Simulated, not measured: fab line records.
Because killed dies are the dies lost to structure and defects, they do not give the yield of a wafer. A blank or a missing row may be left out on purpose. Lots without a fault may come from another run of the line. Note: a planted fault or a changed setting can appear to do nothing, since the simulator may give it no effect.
Split-lot trial    flow n5_finfet    21 wafers read across 7 lots, on a route 1938 steps long

ON THE SPLIT
At N5_MIM_BOT_SPUTTER_00 (material TiN, target thk 35 nm, time 89.7 s), the setting time_s was moved away from the recipe's 89.7 s on 7 of the 21 wafers read, by -13.7% to +12.6%. The other wafers ran this setting at the recipe's value.

Reading taken at the split's own step.

THE READING
TiN_of_MIM_BOT_SPUTTER_00.thk_nm (the simulator's own value, which no gauge read), in nm, at N5_MIM_BOT_SPUTTER_00 (material TiN, target thk 35 nm, time 89.7 s). No usual value for it is given in the file. Average 34.8 nm, standard deviation 0.4 nm, over the 14 wafers here run with the recipe.

wafer   tool, chamber at the split  time_s as run, s  against the recipe  TiN_of_MIM_BOT_SPUTTER_00.thk_nm, nm  against lot-mates on the recipe
L080.2  pvd_sputter-03, -           89.7              recipe              35                                    -
L080.3  pvd_sputter-03, -           89.7              recipe              35                                    -
L080.4  pvd_sputter-03, -           89.7              recipe              35.4                                  -
L085.3  pvd_sputter-03, -           101               +12.6%              40                                    +4.6
L085.5  pvd_sputter-03, -           89.7              recipe              35.4                                  -
L085.6  pvd_sputter-03, -           101               +12.6%              39.4                                  +4.0
L088.2  pvd_sputter-02, -           80.22             -10.6%              31                                    -3.4
L088.3  pvd_sputter-02, -           89.7              recipe              34.4                                  -
L088.5  pvd_sputter-02, -           80.22             -10.6%              30.8                                  -3.6
L089.3  pvd_sputter-01, -           89.7              recipe              34.2                                  -
L089.4  pvd_sputter-01, -           89.7              recipe              34.4                                  -
L089.6  pvd_sputter-01, -           89.7              recipe              34.6                                  -
L091.2  pvd_sputter-02, -           89.7              recipe              35.2                                  -
L091.6  pvd_sputter-02, -           89.7              recipe              35.2                                  -
L091.5  pvd_sputter-02, -           89.7              recipe              34.8                                  -
L090.1  pvd_sputter-02, -           89.7              recipe              34.8                                  -
L090.4  pvd_sputter-02, -           77.45             -13.7%              29.8                                  -4.7
L090.5  pvd_sputter-02, -           89.7              recipe              34.2                                  -
L095.1  pvd_sputter-01, -           93.45             +4.2%               36.2                                  +1.4
L095.2  pvd_sputter-01, -           93.45             +4.2%               36.6                                  +1.8
L095.4  pvd_sputter-01, -           89.7              recipe              34.8                                  -

FIT RESULTS
A straight line over all 21 wafers: TiN_of_MIM_BOT_SPUTTER_00.thk_nm changes by +0.377 nm for each +1% of time_s; r = +0.99; the points scatter about the line by 0.36 nm.
The same after taking each lot's own level away (the mean of its wafers on the recipe; 21 wafers): +0.341 nm for each +1%; r = +1.00; scatter 0.21 nm.
According to that fit, moving time_s by its largest amount changes the reading by 4.7 nm.
The lots' own levels span 34.40 to 35.40 nm, that is 2.5 times the standard deviation above.
Thus the slope moves with the lot-to-lot level: the two fits are different.
Check: for one of the wafers moved furthest among these (-13.7%), held out of the fit, the line's prediction against its lot-mates is -4.6 nm. It came out at -4.7 nm against them.

THESE WAFERS: OTHER SPLITS
These wafers also went through other splits before the reading. Each is held against what the fit with the lots' levels taken away leaves over:
other split on the same wafers     wafers away from the commonest value  r with TiN_of_MIM_BOT_SPUTTER_00.thk_nm (lot level and that fit taken away)
N5_BEOL_M15_CMP_49 down_force_psi  4                                     -0.39

THE FILE'S OWN FIT
TiN_of_MIM_BOT_SPUTTER_00.thk_nm changes by +0.342 nm for each +1% of time_s, r = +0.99.
